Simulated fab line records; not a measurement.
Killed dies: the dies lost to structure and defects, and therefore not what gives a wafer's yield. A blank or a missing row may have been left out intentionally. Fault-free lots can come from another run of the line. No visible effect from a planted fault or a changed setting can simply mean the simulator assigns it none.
2 desks looking at one fault + flow nandHarc + only its own numbers are on each desk; what lay behind them is given at the end

== DESK OF THE TOOL OWNER: lithoTrack-06 ==
At NHARC_A_SLIT_SOFTBAKE_04 (time 55 s), the tool's own readings, given per lot that ran on this tool as the mean of the sampled wafers with a number. If a lot's mean is further than 4 standard deviations from the usual mean, the lot is out of limits and carries the mark OUT (the distance appears in the brackets).
Columns: A = heaterPowerTotalW at NHARC_A_SLIT_SOFTBAKE_04, usual 188.45 W
| lot  | first seen here | A                |
|------|-----------------|------------------|
| L919 | day 19 15:00    | 188.48           |
| L920 | day 20 15:00    | 188.46           |
| L921 | day 21 04:00    | 188.47           |
| L922 | day 21 14:00    | 188.33           |
| L924 | day 22 00:00    | 188.69           |
| L929 | day 23 13:00    | 188.41           |
| L934 | day 25 02:00    | 188.29           |
| L941 | day 28 11:00    | 193.17 (+31) OUT |
| L942 | day 28 18:00    | 193.19 (+32) OUT |
This desk's verdict: out of limits on L941, L942, starting with L941 at day 28 11:00 (heaterPowerTotalW at NHARC_A_SLIT_SOFTBAKE_04). In limits: L919, L920, L921, L922, L924, L929, L934.

== THE METROLOGY DESK ==
Lot by lot, what the gauges showed, no matter which tool ran the lot: averages of those sampled wafers that carry a number. If a lot's mean is further than 4 standard deviations from the usual mean, the lot is out of limits and carries the mark OUT (the distance appears in the brackets).
Columns: A = cdNm at NHARC_A_SLIT_CD_MEAS_09, usual 299.9 nm; B = overlayXNm at NHARC_A_SLIT_OVL_MEAS_10, usual -0.2 nm; C = overlayYNm at NHARC_A_SLIT_OVL_MEAS_10, usual 0.0 nm
| lot  | first seen here | A     | B    | C    |
|------|-----------------|-------|------|------|
| L919 | day 19 15:52    | 299.5 | 0.2  | 0.9  |
| L920 | day 20 15:43    | 300.3 | -0.9 | -0.9 |
| L923 | day 21 05:12    | 299.9 | -0.4 | -0.4 |
| L921 | day 21 05:22    | 300.3 | 0.6  | 0.0  |
| L922 | day 21 15:05    | 300.2 | -0.6 | 1.3  |
| L924 | day 22 01:16    | 299.3 | -0.4 | 0.6  |
| L927 | day 23 01:46    | 299.9 | -1.7 | -0.3 |
| L926 | day 23 01:47    | 299.5 | -0.7 | 0.1  |
| L929 | day 23 13:32    | 300.2 | 0.0  | -0.5 |
| L933 | day 25 01:53    | 300.3 | -0.2 | -0.8 |
| L934 | day 25 02:46    | 300.1 | 0.3  | -1.8 |
| L935 | day 26 00:07    | 300.3 | -0.4 | -0.4 |
| L941 | day 28 12:02    | 300.3 | 0.3  | 0.3  |
| L942 | day 28 18:35    | 300.1 | 1.1  | 0.5  |
Finding of this desk: none of the 14 lots has anything out of limits.

== ALL TOGETHER ==
The tool owner's desk could have raised an alarm at day 28 11:00, on L941, L942.
The metrology desk saw nothing out of limits.
The metrology desk has L941, L942 on record, within its limits.
NHARC_A_SLIT_SOFTBAKE_04 was run on lithoTrack-06 by each of the lots named.

== WHAT HAD BEEN PUT IN BY THE SIMULATOR ==
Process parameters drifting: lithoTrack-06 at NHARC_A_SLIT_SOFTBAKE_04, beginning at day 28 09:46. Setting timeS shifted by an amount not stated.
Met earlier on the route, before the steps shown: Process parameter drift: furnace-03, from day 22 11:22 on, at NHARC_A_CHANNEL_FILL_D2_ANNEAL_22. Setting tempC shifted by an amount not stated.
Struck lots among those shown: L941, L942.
Delay in hours, fault start to first out-of-limits reading, by desk: the tool owner's desk at 1.
